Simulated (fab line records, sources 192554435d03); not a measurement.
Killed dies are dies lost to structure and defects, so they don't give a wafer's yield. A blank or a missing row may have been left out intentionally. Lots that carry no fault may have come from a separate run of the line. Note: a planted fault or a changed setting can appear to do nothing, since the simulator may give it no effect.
fab line records	flow n5_finfet
[record] lots = 24	wafers = 72	last_day = 19
route steps=1938 shown BEOL_M11@1537 BEOL_M12@1603
lots with no fault: from the same line, run without faults
start_h: start of the lot's first displayed wafer, in hours after the record's first day	wait_h: hours since the lot's step before	" the same as in the row above	L1.1+2: a single row standing in for several wafers	- value missing, or start not given	* or withheld: withheld	< > ~ a bound
route shown NAME@n: a module of which the file shows steps, and the number in the route of the first	usual: mean/standard deviation of fault-free wafers	same: alike in all rows	chamber/n: place in a boat	sites: the reading at each site	_std_site: their standard deviation	_edge_site: outer sites' mean less inner sites'	radius_mm: how far each site lies from the wafer's centre	mask NAME#n: copy n	behind: the last tool/chamber to shape the wafer	hold: cause of the lot's hold/its duration in hours/its outcome	device: the transistor (n, p or np) that didn't switch	end of line: tests of these same wafers at the route's end	for a step that has no rows: nothing shown but its recipe	killed: dies that structure and defects cost at the first sort, which is not the same as the wafer's yield	map: dies across one wafer; x = killed, . = not, _ = none there
set.NAME: the setting that was run; set.NAME@STEP: the one run at that earlier step	model.NAME: the simulator's own value behind a step, which no gauge read
the route's steps for a sample of lots (tables are steps, rows are wafers)
services: the hour from which a tool's chamber was out of use, counted from the record's first day as start_h (under 0 if before that day), plus the number of hours and why
[[steps]]
[step N5_BEOL_M11_CURE_71]
[recipe] temp_c = 385	time_s = 240	ambient = He/Ar	material = SiCOH_lowk
[usual] lamp_power_pct = 52.32/0.053	wafer_temp_C_max = 387.1/0.69
lot.wafer	tool	chamber	start_h	wait_h	lamp_power_pct	wafer_temp_C_max
L074.2	uv_cure-02	2	252.62	0.1	52.30	386.8
L074.3	"	2	"	"	52.31	386.7
L074.5	"	2	"	"	52.25	387.0
L075.2	uv_cure-03	1	259.81	0.2	52.27	386.4
L075.4	"	1	"	"	52.32	386.2
L075.6	"	1	"	"	52.33	386.6
L077.2	uv_cure-01	1	265.47	0.3	52.32	387.6
L077.4	"	1	"	"	52.38	387.3
L077.6	"	1	"	"	52.27	386.9
L076.1	uv_cure-02	0	281.79	0.2	52.29	386.5
L076.2	"	0	"	"	52.32	386.8
L076.5	"	0	"	"	52.37	386.5
L078.2	uv_cure-03	2	282.44	0.7	52.37	386.8
L078.3	"	2	"	"	52.33	387.7
L078.5	"	2	"	"	52.37	387.5
L079.1	uv_cure-01	1	289.99	0.0	52.35	389.2
L079.2	"	1	"	"	52.35	388.3
L079.4	"	1	"	"	52.36	386.9
L080.3	uv_cure-02	1	290.68	0.2	52.30	386.5
L080.5	"	1	"	"	52.43	387.0
L080.6	"	1	"	"	52.31	387.2
L081.2	uv_cure-02	0	298.92	0.1	52.28	386.5
L081.3	"	0	"	"	52.22	386.5
L081.5	"	0	"	"	52.28	386.9
L082.1	uv_cure-01	0	309.78	0.0	52.27	387.0
L082.3	"	0	"	"	52.29	386.1
L082.4	"	0	"	"	52.29	387.1
L083.1	uv_cure-02	0	311.32	0.0	52.31	386.8
L083.3	"	0	"	"	52.35	386.5
L083.5	"	0	"	"	52.27	386.8
L084.2	uv_cure-03	0	317.86	0.1	52.29	387.1
L084.4	"	0	"	"	52.32	386.8
L084.6	"	0	"	"	52.37	387.0
L086.1	uv_cure-02	1	318.88	0.0	52.32	386.6
L086.3	"	1	"	"	52.29	386.4
L086.4	"	1	"	"	52.41	387.0
L085.1	uv_cure-01	1	329.89	0.1	52.34	389.3
L085.4	"	1	"	"	52.29	389.4
L085.5	"	1	"	"	52.39	388.0
L087.1	uv_cure-03	1	332.93	0.0	52.33	386.6
L087.2	"	1	"	"	52.19	386.9
L087.5	"	1	"	"	52.31	386.3
L088.2	uv_cure-01	2	339.64	0.2	52.31	388.3
L088.3	"	2	"	"	52.28	387.4
L088.5	"	2	"	"	52.31	388.9
L089.2	uv_cure-02	0	340.07	0.1	52.27	386.5
L089.3	"	0	"	"	52.28	386.1
L089.4	"	0	"	"	52.36	385.8
L090.1	uv_cure-02	1	347.77	0.0	52.24	387.4
L090.3	"	1	"	"	52.26	387.7
L090.6	"	1	"	"	52.33	387.6
L092.1	uv_cure-02	2	360.02	0.0	52.34	386.5
L092.5	"	2	"	"	52.35	386.8
L092.6	"	2	"	"	52.19	386.6
L091.2	uv_cure-01	1	360.76	0.2	52.30	387.7
L091.5	"	1	"	"	52.33	387.6
L091.6	"	1	"	"	52.38	387.6
L093.2	uv_cure-02	1	365.89	0.2	52.27	386.7
L093.4	"	1	"	"	52.26	386.9
L093.6	"	1	"	"	52.36	386.9
L094.2	uv_cure-01	1	371.11	0.2	52.32	387.2
L094.5	"	1	"	"	52.31	388.5
L094.6	"	1	"	"	52.29	387.0
L095.2	uv_cure-03	2	378.20	0.1	52.19	387.1
L095.5	"	2	"	"	52.33	387.6
L095.6	"	2	"	"	52.35	387.7
L096.1	uv_cure-02	1	395.15	0.0	52.30	386.8
L096.3	"	1	"	"	52.30	387.0
L096.4	"	1	"	"	52.34	386.7
L097.2	uv_cure-03	2	402.25	0.1	52.27	386.5
L097.3	"	2	"	"	52.33	387.0
L097.5	"	2	"	"	52.24	387.5
[step N5_BEOL_M11_CD_MEAS_11]
[recipe] target_cd_nm = 64.1	landing_energy_ev = 500	detector = se_inlens	polarity = opening
[usual] cd_nm = 64.0/0.52
lot.wafer	tool	chamber	start_h	wait_h	cd_nm
L074.2	cd_sem-01	0	254.06	-	64.1
L074.3	"	0	"	"	64.5
L074.5	"	0	"	"	64.7
L075.2	cd_sem-01	0	262.82	-	63.9
L075.4	"	0	"	"	64.4
L075.6	"	0	"	"	64.2
L077.2	cd_sem-03	0	269.30	-	64.8
L077.4	"	0	"	"	64.6
L077.6	"	0	"	"	64.8
L076.1	cd_sem-02	0	286.09	-	63.6
L076.2	"	0	"	"	64.2
L076.5	"	0	"	"	63.9
L078.2	cd_sem-02	0	286.32	-	63.4
L078.3	"	0	"	"	63.8
L078.5	"	0	"	"	63.4
L079.1	cd_sem-03	0	292.32	-	63.7
L079.2	"	0	"	"	63.8
L079.4	"	0	"	"	63.1
L080.3	cd_sem-03	0	292.49	-	63.1
L080.5	"	0	"	"	63.1
L080.6	"	0	"	"	63.0
L081.2	cd_sem-02	0	302.10	-	63.7
L081.3	"	0	"	"	63.4
L081.5	"	0	"	"	63.5
L082.1	cd_sem-03	0	312.14	-	64.2
L082.3	"	0	"	"	64.4
L082.4	"	0	"	"	64.3
L083.1	cd_sem-01	0	313.40	-	64.2
L083.3	"	0	"	"	63.9
L083.5	"	0	"	"	63.7
L084.2	cd_sem-03	0	319.94	-	64.1
L084.4	"	0	"	"	64.1
L084.6	"	0	"	"	64.2
L086.1	cd_sem-03	0	320.83	-	64.2
L086.3	"	0	"	"	64.5
L086.4	"	0	"	"	64.5
L085.1	cd_sem-01	0	332.28	-	64.7
L085.4	"	0	"	"	64.4
L085.5	"	0	"	"	64.1
L087.1	cd_sem-01	0	335.32	-	63.9
L087.2	"	0	"	"	64.5
L087.5	"	0	"	"	64.3
L088.2	cd_sem-03	0	341.74	-	64.6
L088.3	"	0	"	"	63.9
L088.5	"	0	"	"	64.1
L089.2	cd_sem-02	0	341.91	-	64.8
L089.3	"	0	"	"	64.8
L089.4	"	0	"	"	64.3
L090.1	cd_sem-02	0	348.89	-	63.5
L090.3	"	0	"	"	64.2
L090.6	"	0	"	"	63.6
L092.1	cd_sem-01	0	363.78	-	63.5
L092.5	"	0	"	"	63.7
L092.6	"	0	"	"	64.0
L091.2	cd_sem-02	0	363.95	-	63.7
L091.5	"	0	"	"	64.3
L091.6	"	0	"	"	64.7
L093.2	cd_sem-01	0	368.99	-	63.2
L093.4	"	0	"	"	63.4
L093.6	"	0	"	"	63.5
L094.2	cd_sem-03	0	372.93	-	63.3
L094.5	"	0	"	"	63.4
L094.6	"	0	"	"	63.6
L095.2	cd_sem-02	0	379.74	-	63.3
L095.5	"	0	"	"	63.0
L095.6	"	0	"	"	63.2
L096.1	cd_sem-03	0	399.15	-	63.9
L096.3	"	0	"	"	63.8
L096.4	"	0	"	"	64.6
L097.2	cd_sem-01	0	404.57	-	63.6
L097.3	"	0	"	"	64.1
L097.5	"	0	"	"	63.5
[step N5_BEOL_M11_STRIP_67]
[recipe] chemistry = CF4	resist = SiARC	power_w = 300	bias_power_w = 75	pressure_mtorr = 50	cf4_flow_sccm = 150	rf_frequency_hz = 6e+07
[usual] drypump_motor_current_A = 5.8/0.58	oes_product_au = 0.80/0.07	rf_vpp_V = 271.3/1.6	showerhead_plenum_p_Torr = 1.80/0.056	throttle_valve_pct = 13.57/0.21
lot.wafer	tool	chamber	start_h	wait_h	drypump_motor_current_A	oes_product_au	rf_hours_counter_h	rf_vpp_V	showerhead_plenum_p_Torr	throttle_valve_pct
L074.2	rie_diel-04	2	254.38	0.0	6.2	0.76	152	267.9	1.74	13.79
L074.3	"	1	"	"	5.9	0.74	167	272.2	1.86	13.68
L074.5	"	2	"	"	6.2	0.75	-	269.9	1.74	13.79
L075.2	rie_diel-06	0	263.14	0.0	6.2	0.86	51	271.3	1.83	13.33
L075.4	"	1	"	"	4.9	0.72	226	269.4	1.77	13.71
L075.6	"	0	"	"	6.2	0.86	-	271.2	1.83	13.32
L077.2	rie_diel-01	2	269.62	0.0	4.9	0.74	171	271.3	1.72	13.65
L077.4	"	1	"	"	6.7	0.79	-	270.4	1.80	13.48
L077.6	"	2	"	"	4.9	0.74	-	269.1	1.72	13.66
L076.1	rie_diel-04	0	286.41	0.0	5.4	0.89	44	275.0	1.89	13.33
L076.2	"	3	"	"	5.9	0.85	57	270.8	1.82	13.39
L076.5	"	3	"	"	5.8	0.86	-	271.5	1.82	13.40
L078.2	rie_diel-04	3	286.66	0.0	5.8	0.85	57	271.8	1.83	13.41
L078.3	"	2	"	"	6.2	0.74	160	268.5	1.73	13.80
L078.5	"	0	"	"	5.3	0.89	-	272.8	1.89	13.32
L079.1	rie_diel-04	1	292.64	0.0	5.9	0.74	178	271.8	1.86	13.73
L079.2	"	2	"	"	6.2	0.74	162	269.4	1.73	13.81
L079.4	"	0	"	"	5.3	0.89	46	272.7	1.89	13.34
L080.3	rie_diel-06	2	292.80	0.0	6.6	0.87	41	272.1	1.83	13.54
L080.5	"	3	"	"	5.1	0.70	-	269.2	1.70	14.01
L080.6	"	0	"	"	6.2	0.85	-	270.9	1.82	13.35
L081.2	rie_diel-06	3	302.42	0.0	5.1	0.70	240	268.8	1.70	14.03
L081.3	"	1	"	"	4.9	0.72	234	269.8	1.77	13.73
L081.5	"	2	"	"	6.6	0.87	-	271.4	1.83	13.54
L082.1	rie_diel-06	2	312.46	0.0	6.6	0.86	47	271.4	1.82	13.55
L082.3	"	3	"	"	5.1	0.70	243	268.8	1.70	14.05
L082.4	"	1	"	"	4.9	0.72	237	269.9	1.77	13.72
L083.1	rie_diel-04	3	313.72	0.0	5.9	0.84	66	270.9	1.82	13.42
L083.3	"	2	"	"	6.2	0.74	169	270.5	1.73	13.81
L083.5	"	0	"	"	5.3	0.88	-	273.5	1.89	13.35
L084.2	rie_diel-06	3	320.26	0.0	5.1	0.70	246	268.3	1.70	14.04
L084.4	"	1	"	"	4.9	0.72	240	269.5	1.77	13.76
L084.6	"	2	"	"	6.6	0.86	-	271.7	1.82	13.57
L086.1	rie_diel-04	3	321.21	0.0	5.8	0.84	67	272.1	1.82	13.43
L086.3	"	0	"	"	5.3	0.87	55	272.9	1.89	13.35
L086.4	"	2	"	"	6.2	0.75	171	269.4	1.73	13.83
L085.1	rie_diel-04	2	332.63	0.0	6.2	0.73	174	269.5	1.73	13.83
L085.4	"	1	"	"	5.9	0.72	190	272.6	1.85	13.77
L085.5	"	1	"	"	5.9	0.73	-	272.3	1.85	13.77
L087.1	rie_diel-01	2	335.64	0.0	4.8	0.72	192	269.4	1.71	13.71
L087.2	"	0	"	"	5.5	0.79	119	271.5	1.81	13.51
L087.5	"	0	"	"	5.5	0.78	-	270.1	1.81	13.51
L088.2	rie_diel-06	1	342.06	0.0	4.9	0.70	247	270.6	1.76	13.77
L088.3	"	2	"	"	6.6	0.85	56	272.2	1.82	13.60
L088.5	"	0	"	"	6.3	0.82	-	272.7	1.82	13.39
L089.2	rie_diel-06	0	342.31	0.0	6.2	0.83	77	273.5	1.82	13.39
L089.3	"	1	"	"	4.9	0.70	247	271.6	1.76	13.76
L089.4	"	0	"	"	6.2	0.83	-	272.0	1.82	13.38
L090.1	rie_diel-04	2	349.38	0.0	6.2	0.73	180	268.5	1.73	13.86
L090.3	"	0	"	"	5.4	0.86	63	272.4	1.89	13.37
L090.6	"	1	"	"	5.9	0.72	-	273.6	1.85	13.78
L092.1	rie_diel-06	3	364.10	0.0	5.1	0.96	4	274.0	1.90	13.48
L092.5	"	0	"	"	6.3	0.82	-	272.5	1.82	13.42
L092.6	"	2	"	"	6.6	0.84	-	270.9	1.82	13.61
L091.2	rie_diel-04	1	364.26	0.0	5.9	0.72	200	273.6	1.85	13.79
L091.5	"	0	"	"	5.4	0.87	-	272.9	1.88	13.37
L091.6	"	3	"	"	5.8	0.83	-	271.8	1.82	13.46
L093.2	rie_diel-04	3	369.31	0.0	5.9	0.83	81	270.2	1.82	13.44
L093.4	"	2	"	"	6.2	0.73	186	269.4	1.73	13.88
L093.6	"	2	"	"	6.2	0.73	-	269.9	1.73	13.88
L094.2	rie_diel-01	1	373.25	0.0	6.7	0.76	140	272.0	1.80	13.56
L094.5	"	0	"	"	5.4	0.78	-	270.9	1.80	13.54
L094.6	"	3	"	"	5.4	0.82	-	270.3	1.75	13.25
L095.2	rie_diel-06	2	380.17	0.0	6.6	0.83	73	272.3	1.82	13.62
L095.5	"	0	"	"	6.2	0.81	-	270.9	1.81	13.41
L095.6	"	1	"	"	5.0	0.97	-	271.3	1.76	13.19
L096.1	rie_diel-01	1	399.47	0.0	6.8	0.75	148	271.7	1.79	13.58
L096.3	"	2	"	"	4.9	0.71	211	268.2	1.71	13.74
L096.4	"	0	"	"	5.4	0.77	138	271.9	1.80	13.56
L097.2	rie_diel-06	2	404.89	0.0	6.6	0.83	81	271.5	1.81	13.64
L097.3	"	1	"	"	4.9	0.93	10	269.9	1.76	13.21
L097.5	"	2	"	"	6.6	0.81	-	270.9	1.81	13.64
[step N5_BEOL_M11_HM_OPEN_17]
[recipe] chemistry = Cl2/BCl3	target_depth_a = 200	overetch_a = 60	target = TiN	mask_material = SOC	ion_energy_ev = 150	pressure_mtorr = 10	icp_w = 1000	bias_w = 126	Cl2_flow_sccm = 53.25	bcl3_flow_sccm = 21.75	Ar_flow_sccm = 25
[usual] drypump_motor_current_A = 5.6/0.38	oes_product_au = 0.67/0.11	throttle_valve_pct = 22.13/0.22
lot.wafer	tool	chamber	start_h	wait_h	drypump_motor_current_A	oes_product_au	rf_hours_counter_h	throttle_valve_pct
L074.2	rie_metal-02	0	254.42	0.0	5.3	0.54	115	21.98
L074.3	"	0	"	"	5.3	0.54	-	21.99
L074.5	"	0	"	"	5.3	0.53	-	21.99
L075.2	rie_metal-02	0	263.18	0.0	5.3	0.54	116	21.99
L075.4	"	0	"	"	5.3	0.54	-	22.00
L075.6	"	1	"	"	5.8	0.82	-	21.91
L077.2	rie_metal-02	0	269.66	0.0	5.3	0.54	116	21.99
L077.4	"	1	"	"	5.8	0.82	-	21.93
L077.6	"	0	"	"	5.3	0.54	-	22.01
L076.1	rie_metal-02	1	286.45	0.0	5.8	0.78	7	21.92
L076.2	"	1	"	"	5.8	0.79	-	21.94
L076.5	"	1	"	"	5.8	0.79	-	21.91
L078.2	rie_metal-02	1	286.73	0.1	5.8	0.80	-	21.92
L078.3	"	1	"	"	5.8	0.78	-	21.92
L078.5	"	1	"	"	5.8	0.79	-	21.94
L079.1	rie_metal-01	0	292.68	0.0	5.1	0.56	98	22.46
L079.2	"	0	"	"	5.1	0.56	-	22.48
L079.4	"	0	"	"	5.1	0.56	-	22.48
L080.3	rie_metal-02	1	292.90	0.1	5.8	0.78	-	21.95
L080.5	"	1	"	"	5.8	0.78	-	21.94
L080.6	"	1	"	"	5.8	0.78	-	21.95
L081.2	rie_metal-02	1	302.49	0.1	5.8	0.78	-	21.92
L081.3	"	1	"	"	5.8	0.77	-	21.95
L081.5	"	1	"	"	5.8	0.77	-	21.94
L082.1	rie_metal-02	1	312.50	0.0	5.8	0.78	11	21.92
L082.3	"	1	"	"	5.8	0.78	-	21.91
L082.4	"	1	"	"	5.8	0.77	-	21.94
L083.1	rie_metal-01	0	313.76	0.0	5.1	0.55	100	22.49
L083.3	"	1	"	"	6.1	0.56	-	22.23
L083.5	"	0	"	"	5.1	0.55	-	22.48
L084.2	rie_metal-01	1	320.31	0.0	6.1	0.57	95	22.19
L084.4	"	1	"	"	6.1	0.57	-	22.20
L084.6	"	1	"	"	6.1	0.57	-	22.18
L086.1	rie_metal-01	1	321.25	0.0	6.1	0.55	95	22.24
L086.3	"	1	"	"	6.1	0.56	-	22.22
L086.4	"	0	"	"	5.1	0.56	-	22.49
L085.1	rie_metal-01	0	332.67	0.0	5.1	0.55	101	22.46
L085.4	"	1	"	"	6.1	0.56	-	22.23
L085.5	"	0	"	"	5.1	0.55	-	22.49
L087.1	rie_metal-03	1	335.68	0.0	5.2	0.70	30	21.89
L087.2	"	0	"	"	5.3	0.76	14	22.21
L087.5	"	1	"	"	5.3	0.71	-	21.91
L088.2	rie_metal-01	1	342.10	0.0	6.1	0.55	97	22.22
L088.3	"	1	"	"	6.1	0.56	-	22.24
L088.5	"	1	"	"	6.2	0.56	-	22.24
L089.2	rie_metal-03	1	342.35	0.0	5.2	0.70	31	21.91
L089.3	"	0	"	"	5.3	0.75	-	22.23
L089.4	"	1	"	"	5.2	0.70	-	21.90
L090.1	rie_metal-02	1	349.42	0.0	5.8	0.75	14	21.95
L090.3	"	1	"	"	5.8	0.75	-	21.94
L090.6	"	1	"	"	5.8	0.75	-	21.94
L092.1	rie_metal-01	0	364.14	0.0	5.1	0.54	105	22.50
L092.5	"	0	"	"	5.1	0.55	-	22.49
L092.6	"	1	"	"	6.1	0.55	-	22.24
L091.2	rie_metal-02	0	364.30	0.0	5.3	0.79	5	21.83
L091.5	"	0	"	"	5.3	0.79	-	21.84
L091.6	"	1	"	"	5.8	0.75	-	21.94
L093.2	rie_metal-01	1	369.35	0.0	6.1	0.55	100	22.25
L093.4	"	0	"	"	5.1	0.55	-	22.48
L093.6	"	0	"	"	5.1	0.55	-	22.48
L094.2	rie_metal-01	1	373.32	0.1	6.1	0.55	-	22.24
L094.5	"	1	"	"	6.1	0.55	-	22.23
L094.6	"	1	"	"	6.1	0.55	-	22.23
L095.2	rie_metal-03	1	380.21	0.0	5.2	0.69	34	21.92
L095.5	"	1	"	"	5.2	0.69	-	21.91
L095.6	"	0	"	"	5.3	0.74	-	22.23
L096.1	rie_metal-01	0	399.51	0.0	5.1	0.83	1	22.35
L096.3	"	0	"	"	5.1	0.83	-	22.36
L096.4	"	0	"	"	5.1	0.84	-	22.34
L097.2	rie_metal-03	1	404.93	0.0	5.2	0.70	37	21.92
L097.3	"	1	"	"	5.2	0.69	-	21.91
L097.5	"	0	"	"	5.4	0.74	-	22.23
[step N5_BEOL_M11_CMP_52]
[recipe] stop_on = SiCOH_lowk	t_overpolish_s = 7	down_force_psi = 1	platen_rpm = 50	clearing_platen_down_force_psi = 1.5	clearing_platen_rpm = 50	post_cmp_clean = cu_alkaline	target_thk_nm = 140	clearing_platen_pad_velocity_m_s = 0.99484	pad_velocity_m_s = 0.99484
[usual] barrier_field_endpoint_s = 28.7/0.55	head_pressure_psi = 1.0002/0.0023	motor_current_A = 6.1/0.42	overpolish_run_s = 6.999/0.0092	retaining_ring_pressure_frac = 1.000/0.005	time_to_endpoint_s = 66.1/2.2
lot.wafer	tool	chamber	start_h	wait_h	barrier_field_endpoint_s	head_pressure_psi	motor_current_A	overpolish_run_s	retaining_ring_pressure_frac	time_to_endpoint_s
L074.2	cmp-01	3	258.42	0.3	27.8	0.9999	6.4	7.013	0.986	67.8
L074.3	"	0	"	"	28.5	1.0029	5.8	6.992	0.999	68.2
L074.5	"	2	"	"	28.6	0.9993	5.8	6.986	0.998	67.1
L075.4	cmp-02	0	269.55	0.2	28.4	0.9980	6.0	7.007	0.991	62.8
L075.2	"	1	"	"	27.7	1.0005	5.6	6.997	0.997	65.5
L075.6	"	3	"	"	28.5	1.0024	6.4	6.990	1.003	66.2
L077.2	cmp-02	0	276.89	0.2	27.4	0.9986	6.1	7.000	0.999	63.7
L077.4	"	2	"	"	28.1	1.0009	5.8	6.991	1.005	63.2
L077.6	"	0	"	"	27.8	0.9984	6.1	6.998	0.998	63.7
L076.1	cmp-02	2	290.82	0.3	28.0	1.0003	6.2	7.002	0.998	63.3
L076.2	"	3	"	"	28.8	0.9980	6.1	6.995	1.009	63.1
L076.5	"	1	"	"	29.1	0.9996	5.5	7.003	0.999	67.0
L078.3	cmp-02	3	292.75	0.2	27.5	1.0024	6.5	7.001	0.999	63.9
L078.2	"	0	"	"	28.8	0.9990	6.1	7.002	1.000	64.9
L078.5	"	0	"	"	28.7	1.0005	6.1	6.983	0.993	64.4
L079.2	cmp-03	3	297.98	0.2	29.4	0.9996	5.9	7.016	0.995	70.0
L079.4	"	0	"	"	29.1	0.9982	6.1	7.004	0.996	68.7
L079.1	"	1	"	"	29.2	0.9988	5.5	6.983	0.999	71.6
L080.3	cmp-02	1	298.88	0.2	29.1	1.0010	5.9	6.995	0.997	68.0
L080.6	"	1	"	"	28.9	1.0036	5.7	7.005	0.996	69.9
L080.5	"	2	"	"	29.3	1.0056	6.1	6.998	1.000	65.1
L081.3	cmp-01	1	309.48	0.2	27.1	1.0007	6.6	6.986	1.007	63.2
L081.2	"	2	"	"	28.9	1.0007	5.8	6.987	1.001	66.2
L081.5	"	1	"	"	27.9	1.0041	6.5	7.008	1.006	64.8
L082.1	cmp-03	3	319.55	0.3	29.6	0.9986	5.9	7.013	0.997	68.8
L082.4	"	0	"	"	28.7	0.9996	6.0	6.996	1.002	65.0
L082.3	"	1	"	"	29.5	0.9979	5.5	7.004	1.002	66.0
L083.3	cmp-01	1	320.59	0.2	27.9	1.0015	6.8	6.991	0.999	61.3
L083.1	"	2	"	"	28.8	1.0026	5.9	6.996	1.001	66.3
L083.5	"	0	"	"	28.6	1.0050	6.1	7.012	1.003	64.4
L086.3	cmp-01	2	325.02	0.2	29.4	0.9998	5.8	7.011	0.991	65.0
L086.4	"	0	"	"	29.7	1.0031	6.2	7.000	0.993	64.9
L086.1	"	1	"	"	28.3	1.0037	6.3	7.019	1.002	62.1
L084.2	cmp-02	1	325.29	0.2	28.8	0.9991	5.6	7.007	1.003	70.6
L084.4	"	2	"	"	29.0	0.9987	6.3	7.004	1.001	67.3
L084.6	"	1	"	"	30.1	1.0049	5.6	6.999	0.995	71.8
L085.1	cmp-02	2	338.54	0.3	28.3	1.0002	6.0	6.997	1.001	64.6
L085.4	"	3	"	"	29.6	0.9974	6.2	6.999	0.999	66.5
L085.5	"	1	"	"	28.5	0.9983	5.4	6.997	0.992	66.7
L087.1	cmp-03	2	340.00	0.3	29.2	1.0033	6.8	7.017	0.989	69.4
L087.2	"	3	"	"	27.6	1.0001	5.8	6.997	1.009	66.9
L087.5	"	2	"	"	29.0	1.0011	7.1	7.003	0.997	69.1
L088.3	cmp-03	2	346.92	0.2	28.7	1.0037	6.7	6.993	1.002	67.2
L088.2	"	3	"	"	28.0	1.0017	5.6	6.990	1.008	65.0
L088.5	"	3	"	"	28.6	0.9992	5.6	7.002	1.007	65.2
L089.2	cmp-01	0	346.98	0.3	28.5	0.9972	5.9	6.998	1.007	66.9
L089.3	"	1	"	"	28.4	1.0017	6.5	7.003	0.997	63.6
L089.4	"	2	"	"	28.8	1.0029	5.6	6.984	1.001	66.4
L090.1	cmp-02	3	354.20	0.3	28.8	0.9998	6.2	7.004	1.003	69.3
L090.3	"	0	"	"	28.9	1.0035	5.8	6.982	1.003	68.2
L090.6	"	0	"	"	29.2	0.9998	6.1	6.998	1.005	65.5
L092.1	cmp-03	0	370.61	0.5	28.7	0.9999	5.8	7.005	0.996	64.4
L092.5	"	0	"	"	28.6	1.0015	5.9	6.992	1.008	64.5
L092.6	"	1	"	"	28.6	0.9978	5.6	6.998	0.997	68.1
L091.2	cmp-03	0	373.37	0.3	29.0	1.0021	6.1	6.996	1.007	66.6
L091.6	"	2	"	"	28.4	0.9967	6.9	6.991	1.003	65.5
L091.5	"	3	"	"	28.8	0.9926	5.8	6.988	0.991	66.2
L093.2	cmp-03	0	374.02	0.3	29.1	0.9986	5.8	6.991	1.001	63.2
L093.4	"	1	"	"	29.0	0.9987	5.5	6.979	1.010	65.0
L093.6	"	2	"	"	28.1	0.9976	7.2	6.993	0.994	67.2
L094.2	cmp-03	2	377.48	0.2	27.9	0.9979	6.9	6.998	0.997	64.0
L094.6	"	1	"	"	28.8	1.0025	5.7	7.003	0.989	62.0
L094.5	"	2	"	"	28.7	0.9949	6.9	6.996	0.999	63.9
L095.2	cmp-02	0	384.51	0.3	27.6	1.0025	5.9	6.993	1.005	63.9
L095.5	"	3	"	"	29.4	1.0006	6.1	6.978	1.003	65.8
L095.6	"	0	"	"	29.3	1.0020	6.0	6.996	1.004	64.6
L096.3	cmp-01	2	404.91	0.2	28.6	1.0007	5.7	6.979	1.001	62.8
L096.1	"	3	"	"	28.6	1.0010	6.4	7.002	0.997	65.0
L096.4	"	1	"	"	28.8	1.0003	6.7	7.008	1.007	64.0
L097.3	cmp-02	1	408.96	0.2	28.8	0.9976	5.5	6.999	1.000	67.5
L097.2	"	3	"	"	28.3	1.0005	6.0	7.000	1.003	65.2
L097.5	"	2	"	"	28.8	0.9999	6.2	6.992	0.999	66.7
[step N5_BEOL_M12_THK_MEAS_01]
[recipe] reads = SiOC_of_BEOL_M12_ILD_DEP_00
[usual] M12_ILD_THK = 657/7.6
lot.wafer	tool	chamber	start_h	wait_h	M12_ILD_THK[nm]
L074.2	film_metro-02	-	258.96	0.1	653
L074.3	"	-	"	"	665
L074.5	"	-	"	"	678
L075.2	film_metro-01	-	270.12	0.1	654
L075.4	"	-	"	"	666
L075.6	"	-	"	"	661
L077.2	film_metro-01	-	277.46	0.1	649
L077.4	"	-	"	"	660
L077.6	"	-	"	"	660
L076.1	film_metro-01	-	291.35	0.1	647
L076.2	"	-	"	"	661
L076.5	"	-	"	"	665
L078.2	film_metro-01	-	293.37	0.1	650
L078.3	"	-	"	"	652
L078.5	"	-	"	"	661
L079.1	film_metro-02	-	298.55	0.1	656
L079.2	"	-	"	"	662
L079.4	"	-	"	"	676
L080.3	film_metro-02	-	299.50	0.1	646
L080.5	"	-	"	"	659
L080.6	"	-	"	"	656
L081.2	film_metro-01	-	310.09	0.1	656
L081.3	"	-	"	"	649
L081.5	"	-	"	"	647
L082.1	film_metro-01	-	320.13	0.1	657
L082.3	"	-	"	"	657
L082.4	"	-	"	"	665
L083.1	film_metro-02	-	321.13	0.1	659
L083.3	"	-	"	"	653
L083.5	"	-	"	"	665
L086.1	film_metro-02	-	325.66	0.1	650
L086.3	"	-	"	"	648
L086.4	"	-	"	"	657
L084.2	film_metro-01	-	325.93	0.1	644
L084.4	"	-	"	"	655
L084.6	"	-	"	"	655
L085.1	film_metro-02	-	339.11	0.1	645
L085.4	"	-	"	"	655
L085.5	"	-	"	"	659
L087.1	film_metro-02	-	340.62	0.1	657
L087.2	"	-	"	"	652
L087.5	"	-	"	"	661
L088.2	film_metro-01	-	347.53	0.1	656
L088.3	"	-	"	"	646
L088.5	"	-	"	"	655
L089.2	film_metro-02	-	347.56	0.1	655
L089.3	"	-	"	"	649
L089.4	"	-	"	"	651
L090.1	film_metro-01	-	354.81	0.1	650
L090.3	"	-	"	"	656
L090.6	"	-	"	"	656
L092.1	film_metro-02	-	371.22	0.1	649
L092.5	"	-	"	"	669
L092.6	"	-	"	"	660
L091.2	film_metro-01	-	373.90	0.1	660
L091.5	"	-	"	"	665
L091.6	"	-	"	"	670
L093.2	film_metro-02	-	374.55	0.1	652
L093.4	"	-	"	"	669
L093.6	"	-	"	"	664
L094.2	film_metro-02	-	378.05	0.1	655
L094.5	"	-	"	"	660
L094.6	"	-	"	"	659
L095.2	film_metro-01	-	385.09	0.1	645
L095.5	"	-	"	"	659
L095.6	"	-	"	"	659
L096.1	film_metro-01	-	405.53	0.1	641
L096.3	"	-	"	"	646
L096.4	"	-	"	"	655
L097.2	film_metro-02	-	409.62	0.1	647
L097.3	"	-	"	"	657
L097.5	"	-	"	"	654
[[services]]
tool	chamber	start_h	hours	kind
rie_metal-03	-	228.89	0.2	repair
cmp-01	-	232.07	3.1	pm
cmp-02	-	238.51	0.8	repair
cmp-01	-	240.79	0.9	repair
rie_diel-01	2	247.70	9.1	repair
rie_diel-04	2	255.92	2.1	repair
rie_diel-01	3	261.33	9.2	repair
cmp-02	-	283.74	4.0	pm
rie_metal-01	1	285.68	20.6	repair
cmp-03	-	289.82	0.5	repair
uv_cure-02	-	291.28	1.2	repair
cmp-01	-	298.50	4.0	pm
cmp-01	-	304.50	4.9	pm
rie_diel-01	-	326.60	0.4	repair
uv_cure-03	-	331.52	1.0	pm
rie_metal-02	-	331.56	0.9	repair
rie_diel-06	3	333.41	3.6	repair
rie_diel-01	-	344.99	2.8	pm
uv_cure-03	-	345.35	7.5	pm
uv_cure-03	-	357.68	14.6	pm
rie_diel-01	1	375.05	1.9	repair
rie_diel-06	3	387.37	2.9	repair
cmp-03	-	400.43	0.6	repair
uv_cure-01	-	408.81	7.1	pm
[[key]]
fault none
